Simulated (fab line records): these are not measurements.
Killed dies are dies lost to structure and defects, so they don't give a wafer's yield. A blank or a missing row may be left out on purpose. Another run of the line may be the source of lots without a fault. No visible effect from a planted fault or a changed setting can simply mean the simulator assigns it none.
Chamber matching || flow n5 finfet || N5_BEOL_M8_ETCH_72 on rie diel-03 has 4 sister chambers
The step etches underlayer in N2/H2, target depth 6.5 nm, time 5.2 s. 18 wafers are shown with their chamber, then 9 later ones without.

## WAFERS PAIRED WITH THEIR CHAMBERS
{"wafer": "L077.2", "chamber": 3, "drypump motor current A (A)": 5.4, "showerhead plenum p Torr (Torr)": 2.70, "etch rf on time s (s)": 5.23}
{"wafer": "L077.4", "chamber": 1, "drypump motor current A (A)": 5.9, "showerhead plenum p Torr (Torr)": 2.56, "etch rf on time s (s)": 5.34}
{"wafer": "L077.5", "chamber": 0, "drypump motor current A (A)": 5.7, "showerhead plenum p Torr (Torr)": 2.38, "etch rf on time s (s)": 5.19}
{"wafer": "L078.1", "chamber": 2, "drypump motor current A (A)": 5.1, "showerhead plenum p Torr (Torr)": 2.53, "etch rf on time s (s)": 5.42}
{"wafer": "L078.2", "chamber": 1, "drypump motor current A (A)": 5.9, "showerhead plenum p Torr (Torr)": 2.56, "etch rf on time s (s)": 5.35}
{"wafer": "L078.3", "chamber": 3, "drypump motor current A (A)": 5.4, "showerhead plenum p Torr (Torr)": 2.70, "etch rf on time s (s)": 5.26}
{"wafer": "L078.4", "chamber": 0, "drypump motor current A (A)": 5.7, "showerhead plenum p Torr (Torr)": 2.38, "etch rf on time s (s)": 5.21}
{"wafer": "L078.5", "chamber": 0, "drypump motor current A (A)": 5.7, "showerhead plenum p Torr (Torr)": 2.38, "etch rf on time s (s)": 5.23}
{"wafer": "L078.6", "chamber": 3, "drypump motor current A (A)": 5.4, "showerhead plenum p Torr (Torr)": 2.70, "etch rf on time s (s)": 5.21}
{"wafer": "L079.1", "chamber": 2, "drypump motor current A (A)": 5.1, "showerhead plenum p Torr (Torr)": 2.53, "etch rf on time s (s)": 5.49}
{"wafer": "L079.2", "chamber": 3, "drypump motor current A (A)": 5.4, "showerhead plenum p Torr (Torr)": 2.69, "etch rf on time s (s)": 5.30}
{"wafer": "L079.6", "chamber": 2, "drypump motor current A (A)": 5.1, "showerhead plenum p Torr (Torr)": 2.53, "etch rf on time s (s)": 5.53}
{"wafer": "L080.2", "chamber": 3, "drypump motor current A (A)": 5.5, "showerhead plenum p Torr (Torr)": 2.69, "etch rf on time s (s)": 5.27}
{"wafer": "L080.3", "chamber": 1, "drypump motor current A (A)": 5.9, "showerhead plenum p Torr (Torr)": 2.56, "etch rf on time s (s)": 5.36}
{"wafer": "L080.4", "chamber": 3, "drypump motor current A (A)": 5.5, "showerhead plenum p Torr (Torr)": 2.69, "etch rf on time s (s)": 5.26}
{"wafer": "L093.1", "chamber": 2, "drypump motor current A (A)": 5.1, "showerhead plenum p Torr (Torr)": 2.52, "etch rf on time s (s)": 5.34}
{"wafer": "L093.2", "chamber": 0, "drypump motor current A (A)": 5.7, "showerhead plenum p Torr (Torr)": 2.69, "etch rf on time s (s)": 5.06}
{"wafer": "L093.3", "chamber": 1, "drypump motor current A (A)": 5.9, "showerhead plenum p Torr (Torr)": 2.54, "etch rf on time s (s)": 5.32}

SIGNATURES, as means of the wafers listed above
{"reading": "drypump motor current A", "chamber 0": 5.700, "chamber 1": 5.900, "chamber 2": 5.100, "chamber 3": 5.433, "scatter within a chamber": 0.0309}
{"reading": "showerhead plenum p Torr", "chamber 0": 2.4575, "chamber 1": 2.5550, "chamber 2": 2.5275, "chamber 3": 2.6950, "scatter within a chamber": 0.072}
{"reading": "etch rf on time s", "chamber 0": 5.1725, "chamber 1": 5.3425, "chamber 2": 5.4450, "chamber 3": 5.2550, "scatter within a chamber": 0.0563}
Rule: distance of a wafer from a chamber = root of the sum over the readings of ((wafer's reading minus chamber's mean) / reading's scatter) squared. If the next closest chamber is less than 2 further off than the closest, the wafer can't be placed; otherwise it belongs to the closest. The scatter: the root of (the sum of the squares of (reading less its chamber's mean) over the shown wafers, divided by (wafers less chambers)).

## WAFERS WITHOUT THEIR CHAMBER
{"wafer": "L093.4", "drypump motor current A (A)": 5.4, "showerhead plenum p Torr (Torr)": 2.67, "etch rf on time s (s)": 5.22}
{"wafer": "L093.5", "drypump motor current A (A)": 5.4, "showerhead plenum p Torr (Torr)": 2.67, "etch rf on time s (s)": 5.24}
{"wafer": "L093.6", "drypump motor current A (A)": 5.7, "showerhead plenum p Torr (Torr)": 2.68, "etch rf on time s (s)": 5.03}
{"wafer": "L087.1", "drypump motor current A (A)": 5.1, "showerhead plenum p Torr (Torr)": 2.52, "etch rf on time s (s)": 5.37}
{"wafer": "L087.2", "drypump motor current A (A)": 5.9, "showerhead plenum p Torr (Torr)": 2.54, "etch rf on time s (s)": 5.42}
{"wafer": "L087.3", "drypump motor current A (A)": 5.6, "showerhead plenum p Torr (Torr)": 2.69, "etch rf on time s (s)": 5.10}
{"wafer": "L097.1", "drypump motor current A (A)": 5.1, "showerhead plenum p Torr (Torr)": 2.51, "etch rf on time s (s)": 5.36}
{"wafer": "L097.3", "drypump motor current A (A)": 5.4, "showerhead plenum p Torr (Torr)": 2.67, "etch rf on time s (s)": 5.24}
{"wafer": "L097.6", "drypump motor current A (A)": 5.9, "showerhead plenum p Torr (Torr)": 2.54, "etch rf on time s (s)": 5.39}

## CHAMBER TAKEN BY EACH
{"wafer": "L093.4", "from the rows above": 3, "in truth": 3}
{"wafer": "L093.5", "from the rows above": 3, "in truth": 3}
{"wafer": "L093.6", "from the rows above": 0, "in truth": 0}
{"wafer": "L087.1", "from the rows above": 2, "in truth": 2}
{"wafer": "L087.2", "from the rows above": 1, "in truth": 1}
{"wafer": "L087.3", "from the rows above": "can't be placed: 0 or 3", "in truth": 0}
{"wafer": "L097.1", "from the rows above": 2, "in truth": 2}
{"wafer": "L097.3", "from the rows above": 3, "in truth": 3}
{"wafer": "L097.6", "from the rows above": 1, "in truth": 1}
Placed correctly: 8 of 9. Unplaceable from these rows: 1, with the true chamber sitting among the candidates in 1. 0 placed wrongly.
